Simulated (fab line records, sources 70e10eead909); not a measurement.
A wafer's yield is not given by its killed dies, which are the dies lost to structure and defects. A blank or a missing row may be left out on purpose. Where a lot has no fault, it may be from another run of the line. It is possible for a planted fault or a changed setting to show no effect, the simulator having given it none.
Which tool was responsible? / flow nand harc / 21 wafers sampled from 7 lots at 1 step of a route of 1159

WHAT THE GAUGES READ, wafer by wafer
NHARC_P_M0_INSPECT_11.
lot=L629; measured=day 6 14:14; on=defect inspect-01; raw defect count=6 4 8
lot=L636; measured=day 8 02:05; on=defect inspect-02; raw defect count=3 1 2
lot=L635; measured=day 8 08:15; on=defect inspect-02; raw defect count=7 7 6
lot=L637; measured=day 8 13:34; on=defect inspect-01; raw defect count=6 10 10
lot=L642; measured=day 9 21:29; on=defect inspect-02; raw defect count=1 1 6
lot=L645; measured=day 10 04:04; on=defect inspect-01; raw defect count=7 6 2
lot=L646; measured=day 10 11:43; on=defect inspect-01; raw defect count=3 6 0

TOOL THAT RAN EACH LOT (tool first, then ch and the chambers of the sampled wafers, then the start)
There is no process step in the record ahead of these readings.

THE ANSWER, worked out from the rows above alone
Rule: usual is defined by the lots themselves. The widest of any qualifying gaps counts: lots, ordered by their means at a reading, are off when they make up no more than a third of the lots, leave a main group of 4 or more, and stand apart from it by 3 or more times the standard deviation of that group's means. A main group is skipped when, at the precision printed for the reading in the tables above, its means are all equal. A lot without any number at a reading at which 4 lots or more have one is off too. Any other lot the step has rows for is counted as sound.
No lot is off on any of the readings shown, so nothing can be concluded from this.

WHAT THE SIMULATOR HAD INSERTED
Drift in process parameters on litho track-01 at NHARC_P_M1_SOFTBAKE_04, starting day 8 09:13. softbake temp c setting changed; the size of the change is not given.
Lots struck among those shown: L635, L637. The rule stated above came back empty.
